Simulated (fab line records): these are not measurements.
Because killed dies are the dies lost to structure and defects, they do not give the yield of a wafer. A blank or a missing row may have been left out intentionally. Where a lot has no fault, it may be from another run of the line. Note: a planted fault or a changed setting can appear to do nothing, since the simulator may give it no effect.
Code-filled problem report in 8D (eight disciplines) form :: flow n5-finfet :: the parts of the form that need people (team, actions taken, sign-off) are left out

1. WHAT IS WRONG
M5_THK at N5_BEOL_M5_THK_MEAS_53 reads a mean of 306.4 nm on 6 wafers of 2 lots; wafers without a fault read 61.3 nm with a standard deviation of 1.8. So: +99 or more standard deviations from the usual mean.
The step: measures by xrf.
First observed at day 11 23:09: wafer L116.1, on film-metro-01. At this step, 24 wafers from 8 lots have a number in the record. Rule for "out" (also "out of limits"): further than 4 standard deviations from the usual mean. The other wafers with a number count as sound.

2. WHAT IT IS; WHAT IT IS NOT
question: which readings at this step
is: M5_THK
is not: -

question: which lots
is: L116, L117
is not: L103, L104, L121, L123, L124, L125

question: which wafers of those lots
is: all that have a number
is not: -

question: read on which gauges
is: film-metro-01, film-metro-02
is not: -

question: when
is: from day 11 23:09
is not: up to then (6 sound wafers); but 12 sound wafers of L121, L123, L124, L125 came after

3. THE SUSPECTS, EACH WITH WHAT RULES IT OUT
Counting: any tool at a process step up to the reading is kept as a suspect provided that every lot that is out went through it and no sound lot did after the first of them.
- the gauge at N5_BEOL_M5_THK_MEAS_53 has been ruled out. The wafers that are out were read on 2 gauges (film-metro-01, film-metro-02).
- cmp-01 at N5_BEOL_M5_CMP_52 (polishes, stops on SiCOH lowk, t overpolish 6.9 s, target thk 62 nm): ruled out as a lasting fault. Following L116 (day 11 22:54), the first lot on it that is out, the sound lots L121, L125, L124 were run on it.
Left after counting: nothing in the record.

4. THE CAUSE (what the simulator had put in)
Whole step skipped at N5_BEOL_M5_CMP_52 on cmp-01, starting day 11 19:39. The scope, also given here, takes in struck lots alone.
The count ruled it out by mistake, since the rule takes a fault to strike every lot its tool runs from the start of the fault on, and this one did not do so.

5. THE EFFECT CHAIN, in route order
Rows list readings where the struck wafers' mean (over those with a number) sits beyond 3 standard deviations from the usual. Only readings whose record carries a usual standard deviation are examined. hours: median over the lots of the time between each lot's start at the first step of this table that gives one and its start at this step. sigmas: the change, counted in usual standard deviations.
hours: 0
step: N5_BEOL_M5_THK_MEAS_53
reading: M5_THK
usual: 61.3 nm
on struck wafers: 306.4
change: +245.1
sigmas: +99 or more

hours: 0
step: N5_BEOL_M5_RS_MEAS_57
reading: M5_RS
usual: 0.395 ohm/sq
on struck wafers: 0.053
change: -0.342
sigmas: -24

hours: 0
step: N5_BEOL_M5_INSPECT_58
reading: raw-defect-count
usual: 67
on struck wafers: 2025
change: +1958
sigmas: +89

hours: 98
step: N5_PASSIVATION_PROBE_49
reading: defect-limited-yield
usual: 91.4 %
on struck wafers: 0.0
change: -91.4
sigmas: -57

hours: 98
step: N5_PASSIVATION_PROBE_49
reading: killed_at_M4_up
usual: 14
on struck wafers: 1099
change: +1085
sigmas: +99 or more

hours: 98
step: N5_PASSIVATION_PROBE_49
reading: killed-dies
usual: 101
on struck wafers: 1180
change: +1079
sigmas: +57

hours: 98
step: N5_PASSIVATION_PROBE_49
reading: killed-on-rim
usual: 13
on struck wafers: 152
change: +139
sigmas: +36

hours: 98
step: N5_PASSIVATION_PROBE_49
reading: sort-n-pass
usual: 1078
on struck wafers: 0
change: -1078
sigmas: -54

hours: 98
step: N5_PASSIVATION_PROBE_49
reading: sort-yield-pct
usual: 91.3 %
on struck wafers: 0.0
change: -91.3
sigmas: -54
Process steps it contains:
- N5_PASSIVATION_PROBE_49
Readings that are blank on the struck wafers while sound wafers have them: barrier-field-endpoint-s at N5_BEOL_M5_CMP_52; clearing-platen-down-force-psi at N5_BEOL_M5_CMP_52; clearing-platen-rpm at N5_BEOL_M5_CMP_52; motor-current-A at N5_BEOL_M5_CMP_52; overpolish-run-s at N5_BEOL_M5_CMP_52; slurry-flow-ml-min at N5_BEOL_M5_CMP_52; time-to-endpoint-s at N5_BEOL_M5_CMP_52.

6. HOW IT WOULD HAVE BEEN CAUGHT EARLIER
In this record the first reading out of limits at a measuring or inspecting step was taken at day 11 23:09, 4 hours after the fault began at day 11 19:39.
At N5_BEOL_M5_CMP_52 the tool's readings are blank on the struck wafers, where sound wafers have them: an empty tool record is the first sign, and it was there at once.
